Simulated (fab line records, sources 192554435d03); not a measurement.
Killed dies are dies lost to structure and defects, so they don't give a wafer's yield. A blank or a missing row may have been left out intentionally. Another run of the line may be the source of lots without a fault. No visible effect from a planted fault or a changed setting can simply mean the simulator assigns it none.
fab line records	flow n5Finfet
record lots=10	wafers=27	lastDay=18
route steps=1938 shown HKMG_FIN@389 BEOL_M4@1111
lots untouched by any fault: they come from a run of this same line in which no faults occurred
startH: the number of hours between the record's first day and the start of the first shown wafer of the lot	waitH: time in hours since the lot's previous step	" as in the row above	L1.1+2: one row covering several wafers at once	- either no value or no given start	* or withheld: withheld	< > ~ a bound
route shown NAME@n: a module of which the file shows steps, and the number in the route of the first	usual: mean and standard deviation over wafers with no fault	same: alike in all rows	chamber/n: place in a boat	sites: per-site readings	_std_site: their standard deviation	_edge_site: the outer-site mean with the inner-site mean subtracted	radiusMm: for every site, how far away it sits from the centre of the wafer	mask NAME#n: copy n	behind: the most recent tool/chamber to have shaped the wafer	hold: what put the lot on hold/how long, in hours/how the hold closed	device: which transistor (n, p or np) failed to switch	end of line: tests of these same wafers at the route's end	where a step has no rows: the recipe by itself	killed: at the first sort, the dies lost to defects and structure; wafer yield is something else	map: a wafer's dies, x killed, . not, _ none there
set.NAME: the setting as run; set.NAME@STEP: as run at that earlier step	model.NAME: the simulator's own value behind a step, which no gauge read
a sample of lots followed through the steps of the route, with each step as a table and each wafer as a row
services: a tool's chamber out of use, with start hour (startH, from the record's first day; less than 0 if before it), hours out, and reason
## steps
# step N5_HKMG_FIN_ALD_75
# recipe material=Al2O3	targetThkA=10	tempC=150	aldPrecursorFamily=TMA	aldCoReactant=H2O	pulseTimeS=withheld	coReactantPulseTimeS=1
# usual heaterPowerW=147/15	precursorPulseHeightRel=0.998/0.021
lot.wafer	tool	chamber	startH	waitH	heaterPowerW	precursorPulseHeightRel
L585.2	aldHk-01	0	71.18	0.0	138	0.989
L585.3	"	1	"	"	119	1.003
L585.4	"	3	"	"	180	0.999
L586.1	aldHk-03	3	81.00	0.0	132	1.011
L586.2	"	0	"	"	149	1.013
L586.5	"	1	"	"	164	1.034
L590.1	aldHk-03	2	100.94	0.0	165	1.007
L590.3	"	3	"	"	130	0.960
L590.5	"	3	"	"	139	1.025
L594.2	aldHk-01	3	133.32	0.0	173	0.973
L594.5	"	2	"	"	146	1.023
L594.6	"	3	"	"	178	0.993
L596.2	aldHk-02	1	141.23	0.0	140	1.026
L596.5	"	0	"	"	137	0.963
L596.6	"	3	"	"	137	0.975
L602.3	aldHk-03	0	173.64	0.0	148	0.995
L602.4	"	3	"	"	136	1.032
L602.6	"	3	"	"	138	1.003
L604.1	aldHk-01	3	185.10	0.0	177	1.012
L604.6	"	1	"	"	118	1.003
L605.1	aldHk-02	0	190.90	0.0	131	0.983
L605.3	"	1	"	"	144	0.959
L606.1	aldHk-01	0	198.12	0.0	141	0.991
L606.2	"	3	"	"	180	0.952
L606.3	"	2	"	"	152	1.043
L607.1	aldHk-02	3	202.22	0.0	137	1.016
L607.3	"	2	"	"	162	0.992
# step N5_HKMG_FIN_CD_MEAS_12
# recipe targetCdNm=92.8	landingEnergyEv=500	detector=seInlens
# usual cdNm=92.9/0.62
lot.wafer	tool	chamber	startH	waitH	cdNm
L585.2	cdSem-01	0	75.42	-	93.0
L585.3	"	0	"	"	92.6
L585.4	"	0	"	"	92.6
L586.1	cdSem-01	0	84.74	-	94.1
L586.2	"	0	"	"	94.3
L586.5	"	0	"	"	93.6
L590.1	cdSem-01	0	104.65	-	92.4
L590.3	"	0	"	"	92.8
L590.5	"	0	"	"	92.2
L594.2	cdSem-03	0	137.12	-	94.0
L594.5	"	0	"	"	93.0
L594.6	"	0	"	"	93.8
L596.2	cdSem-03	0	145.27	-	92.6
L596.5	"	0	"	"	94.1
L596.6	"	0	"	"	93.7
L602.3	cdSem-03	0	177.60	-	93.2
L602.4	"	0	"	"	92.6
L602.6	"	0	"	"	92.0
L604.1	cdSem-01	0	188.81	-	92.4
L604.6	"	0	"	"	92.3
L605.1	cdSem-01	0	195.32	-	92.2
L605.3	"	0	"	"	92.4
L606.1	cdSem-01	0	202.50	-	93.0
L606.2	"	0	"	"	93.0
L606.3	"	0	"	"	93.0
L607.1	cdSem-03	0	206.08	-	92.4
L607.3	"	0	"	"	92.7
# step N5_HKMG_FIN_ETCH_31
# recipe chemistry=CF4	target=SiARC	targetDepthA=455	maskMaterial=CAR-ArF	timeS=75.8	ionEnergyEv=80	pressureMtorr=40	sourceW=545	biasW=36	Ar_flow_sccm=100	cf4FlowSccm=100	ends=cleared
# usual drypumpMotorCurrentA=5.8/0.44	etchRfOnTimeS=75.6/1.1	oesProductAu=0.66/0.054	rfVppV=184.4/1.3	showerheadPlenumPTorr=2.17/0.082	throttleValvePct=15.64/0.21
lot.wafer	tool	chamber	startH	waitH	drypumpMotorCurrentA	etchRfOnTimeS	oesProductAu	rfHoursCounterH	rfVppV	showerheadPlenumPTorr	throttleValvePct
L585.2	rieDiel-02	0	75.54	0.0	5.5	75.9	0.60	220	182.6	2.03	15.61
L585.3	"	3	"	"	5.9	74.7	0.68	98	185.0	2.08	15.40
L585.4	"	1	"	"	6.5	75.3	0.62	181	186.2	2.21	15.63
L586.1	rieDiel-06	1	84.87	0.0	5.0	76.9	0.57	241	183.0	2.11	15.81
L586.2	"	2	"	"	5.4	74.2	0.66	140	186.9	2.23	15.89
L586.5	"	3	"	"	6.4	75.6	0.68	-	185.2	2.16	15.79
L590.1	rieDiel-01	1	105.05	0.0	5.6	74.3	0.78	23	184.5	2.27	15.34
L590.3	"	3	"	"	6.2	74.3	0.69	103	186.2	2.24	15.56
L590.5	"	3	"	"	6.2	74.4	0.68	-	186.6	2.24	15.57
L594.2	rieDiel-01	0	137.32	0.0	5.6	77.8	0.64	160	181.6	2.06	15.82
L594.5	"	0	"	"	5.6	77.4	0.64	-	183.1	2.06	15.81
L594.6	"	1	"	"	5.6	76.0	0.74	-	185.2	2.27	15.37
L596.2	rieDiel-02	3	145.41	0.0	5.9	75.2	0.66	124	182.9	2.07	15.43
L596.5	"	2	"	"	6.1	73.6	0.69	-	186.3	2.25	15.44
L596.6	"	1	"	"	6.5	75.0	0.61	-	184.9	2.20	15.69
L602.3	rieDiel-01	3	177.72	0.0	6.2	74.4	0.66	128	184.5	2.24	15.62
L602.4	"	1	"	"	5.6	75.4	0.73	52	184.5	2.26	15.37
L602.6	"	1	"	"	5.6	75.7	0.74	-	185.4	2.26	15.39
L604.1	rieDiel-01	0	188.94	0.0	5.6	53.4	0.78	182	184.2	2.05	15.87
L604.6	"	3	"	"	6.2	75.9	0.66	-	185.4	2.23	15.61
L605.1	rieDiel-01	1	195.45	0.0	5.6	52.3	0.89	60	186.4	2.26	15.41
L605.3	"	0	"	"	5.6	52.9	0.78	186	181.8	2.05	15.87
L606.1	rieDiel-06	2	202.62	0.0	5.4	73.7	0.64	182	184.8	2.21	15.98
L606.2	"	1	"	"	5.0	75.6	0.76	24	183.3	2.10	15.41
L606.3	"	3	"	"	6.4	74.9	0.65	140	184.2	2.15	15.89
L607.1	rieDiel-01	3	206.20	0.0	6.2	51.9	0.82	140	185.0	2.23	15.64
L607.3	"	2	"	"	5.1	52.8	0.74	241	184.1	2.20	16.01
# step N5_HKMG_FIN_STRIP_34
# recipe chemistry=CF4	resist=SiARC	powerW=300	biasPowerW=75	pressureMtorr=50	cf4FlowSccm=150	rfFrequencyHz=6e+07
# usual drypumpMotorCurrentA=5.8/0.44	oesProductAu=0.77/0.061	powerW=300.0/0.81	rfVppV=271.6/1.7	showerheadPlenumPTorr=1.82/0.07	throttleValvePct=13.61/0.22
lot.wafer	tool	chamber	startH	waitH	drypumpMotorCurrentA	oesProductAu	powerW	rfHoursCounterH	rfVppV	showerheadPlenumPTorr	throttleValvePct
L585.2	rieDiel-02	0	75.79	0.0	5.5	0.70	299.7	220	268.7	1.70	13.60
L585.3	"	3	"	"	5.9	0.78	298.9	98	269.3	1.74	13.35
L585.4	"	1	"	"	6.5	0.72	299.1	181	274.0	1.85	13.64
L586.1	rieDiel-06	1	85.11	0.0	5.0	0.68	300.4	241	271.4	1.77	13.80
L586.2	"	2	"	"	5.4	0.76	300.5	140	273.9	1.87	13.85
L586.5	"	3	"	"	6.4	0.79	299.5	-	271.2	1.81	13.76
L590.1	rieDiel-01	1	105.30	0.0	5.6	0.89	299.6	23	273.5	1.90	13.28
L590.3	"	3	"	"	6.2	0.78	302.0	103	272.0	1.88	13.54
L590.5	"	3	"	"	6.2	0.79	301.8	-	272.2	1.88	13.55
L594.2	rieDiel-01	0	137.56	0.0	5.6	0.75	300.8	161	269.8	1.72	13.78
L594.5	"	0	"	"	5.6	0.76	300.0	-	270.3	1.72	13.77
L594.6	"	1	"	"	5.6	0.87	300.3	-	273.5	1.90	13.30
L596.2	rieDiel-02	3	145.66	0.0	5.9	0.75	300.3	124	267.5	1.73	13.40
L596.5	"	2	"	"	6.1	0.79	300.3	-	272.3	1.88	13.40
L596.6	"	1	"	"	6.5	0.71	300.2	-	273.7	1.84	13.69
L602.3	rieDiel-01	3	177.97	0.0	6.2	0.76	299.1	128	272.9	1.88	13.61
L602.4	"	1	"	"	5.6	0.84	298.9	53	271.8	1.89	13.33
L602.6	"	1	"	"	5.6	0.84	298.0	-	273.0	1.89	13.34
L604.1	rieDiel-01	0	189.18	0.0	5.6	0.74	299.0	182	269.5	1.72	13.81
L604.6	"	3	"	"	6.2	0.75	299.4	-	273.1	1.88	13.61
L605.1	rieDiel-01	1	195.69	0.0	5.6	0.84	300.5	61	272.7	1.89	13.35
L605.3	"	0	"	"	5.7	0.73	299.8	186	268.7	1.72	13.83
L606.1	rieDiel-06	2	202.87	0.0	5.5	0.73	299.6	182	271.9	1.85	13.98
L606.2	"	1	"	"	5.0	0.88	300.2	24	271.1	1.76	13.34
L606.3	"	3	"	"	6.4	0.75	300.5	140	270.8	1.80	13.84
L607.1	rieDiel-01	3	206.45	0.0	6.2	0.75	301.4	141	273.4	1.87	13.63
L607.3	"	2	"	"	5.0	0.69	300.1	241	272.0	1.84	14.01
# step N5_BEOL_M4_RC_MEAS_101
# usual DIBL_N=36.5/1.4	DIBL_P=36.6/1.6	IOFF_N=0.160/0.024	IOFF_P=0.217/0.029	ION_N=674/8.7	ION_P=464/6.5	SS_N=71.6/0.47	SS_P=73.4/0.57	VT_N=250.0/2.5	VT_P=-250/3.1
lot.wafer	tool	chamber	startH	waitH	DIBL_N[mV/V]	DIBL_P[mV/V]	IOFF_N[nA/um]	IOFF_P[nA/um]	ION_N[uA/um]	ION_P[uA/um]	SS_N[mV/dec]	SS_P[mV/dec]	VT_N[mV]	VT_P[mV]
L585.2	prober-02	0	167.21	0.2	38.0	37.7	0.172	0.236	676	466	71.7	72.8	250.4	-248
L585.3	"	0	"	"	39.3	38.8	0.190	0.250	676	466	72.2	73.7	247.5	-247
L585.4	"	0	"	"	36.9	36.6	0.149	0.218	673	468	71.5	73.6	252.5	-250
L586.1	prober-02	0	174.07	0.0	34.3	35.8	0.140	0.193	663	465	71.6	72.8	250.5	-251
L586.2	"	0	"	"	35.2	36.7	0.143	0.203	666	461	71.8	72.6	251.5	-251
L586.5	"	0	"	"	35.5	36.3	0.152	0.208	671	462	71.7	73.3	249.1	-249
L590.1	prober-02	0	210.82	0.0	38.8	39.8	0.211	0.253	694	465	72.7	74.1	248.9	-249
L590.3	"	0	"	"	35.9	36.3	0.160	0.196	677	457	71.2	73.5	250.0	-253
L590.5	"	0	"	"	37.8	38.6	0.187	0.226	679	460	70.8	74.0	249.7	-253
L594.2	prober-02	0	234.03	0.2	36.5	33.8	0.151	0.192	676	461	71.2	72.1	250.4	-251
L594.5	"	0	"	"	36.8	35.0	0.151	0.203	678	468	71.1	73.8	249.4	-251
L594.6	"	0	"	"	37.5	35.5	0.163	0.220	677	466	71.2	73.2	249.3	-248
L596.2	prober-02	0	242.14	0.2	39.2	39.4	0.188	0.213	679	461	72.3	74.0	248.0	-251
L596.5	"	0	"	"	40.3	40.9	0.209	0.247	668	456	72.9	75.4	247.4	-249
L596.6	"	0	"	"	38.9	39.0	0.170	0.197	674	455	72.2	74.6	250.9	-254
L602.3	prober-02	0	270.46	0.3	35.3	34.2	0.112	0.167	653	454	71.0	72.3	253.4	-255
L602.4	"	0	"	"	36.1	35.6	0.127	0.185	663	462	71.2	73.1	254.9	-252
L602.6	"	0	"	"	35.7	35.5	0.127	0.185	666	462	71.4	73.3	253.7	-252
L606.1	prober-01	0	286.38	0.0	35.9	35.8	0.153	0.224	681	465	71.5	73.0	249.2	-249
L606.2	"	0	"	"	34.7	34.1	0.133	0.208	670	466	70.7	73.3	252.9	-246
L606.3	"	0	"	"	35.5	34.8	0.139	0.221	662	465	71.4	73.3	250.5	-246
L604.1	prober-02	0	288.97	0.0	36.2	36.9	0.150	0.209	667	461	72.2	73.3	252.9	-251
L604.6	"	0	"	"	36.5	37.8	0.161	0.225	674	464	72.0	73.4	252.8	-250
L605.1	prober-01	0	294.50	0.0	36.0	36.0	0.152	0.212	674	466	71.5	72.5	253.1	-250
L605.3	"	0	"	"	34.7	33.0	0.125	0.175	667	465	71.0	72.0	252.4	-250
L607.1	prober-01	0	301.14	0.0	35.8	38.6	0.164	0.217	677	454	71.6	73.5	248.1	-249
L607.3	"	0	"	"	34.8	37.1	0.143	0.193	677	461	70.9	73.4	252.1	-250
## services
tool	chamber	startH	hours	kind
rieDiel-06	-	57.20	3.8	repair
rieDiel-01	1	64.71	3.8	repair
rieDiel-06	0	82.34	-	clean
rieDiel-06	0	82.34	-	consumableReplace:focusRing
rieDiel-06	0	82.34	29.6	scheduledDown
rieDiel-06	0	82.34	29.6	ventCycle
rieDiel-06	1	112.08	-	clean
rieDiel-06	1	112.08	-	consumableReplace:focusRing
rieDiel-06	1	112.08	16.5	scheduledDown
rieDiel-06	1	112.08	16.5	ventCycle
aldHk-03	-	132.21	1.3	repair
rieDiel-06	-	152.14	4.3	pm
rieDiel-02	-	161.27	0.4	repair
rieDiel-02	0	168.03	-	clean
rieDiel-02	0	168.03	-	consumableReplace:focusRing
rieDiel-02	0	168.03	-	consumableReplace:showerhead
rieDiel-02	0	168.03	16.3	scheduledDown
rieDiel-02	0	168.03	16.3	ventCycle
rieDiel-01	2	185.30	17.7	repair
rieDiel-02	1	195.81	5.5	repair
rieDiel-02	3	198.03	6.0	repair
aldHk-03	-	203.77	14.6	pm
## key
firstSign step=N5_HKMG_FIN_ETCH_31	reading=etchRfOnTimeS	direction=down	sigmas=21	usual=*	struck=*
effect step=N5_HKMG_FIN_ETCH_31	reading=oesProductAu	direction=up	sigmas=2.6	usual=0.66	struck=0.80
metAt N5_HKMG_FIN_ETCH_31
struckLots L604,L605,L607
struckWafers L604.1,L605.1,L605.3,L607.1,L607.3
notActingAt N5_HKMG_FIN_ALD_75,N5_HKMG_FIN_CD_MEAS_12,N5_HKMG_FIN_STRIP_34
onsetBetween 177.72 188.94
fault kind=processParameterDrift	tool=rieDiel-01	chamber=-	onsetH=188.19	steps=N5_HKMG_FIN_ETCH_31	channel=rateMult	offset=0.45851	shape=step	endH=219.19	scope=struckWafersOnly
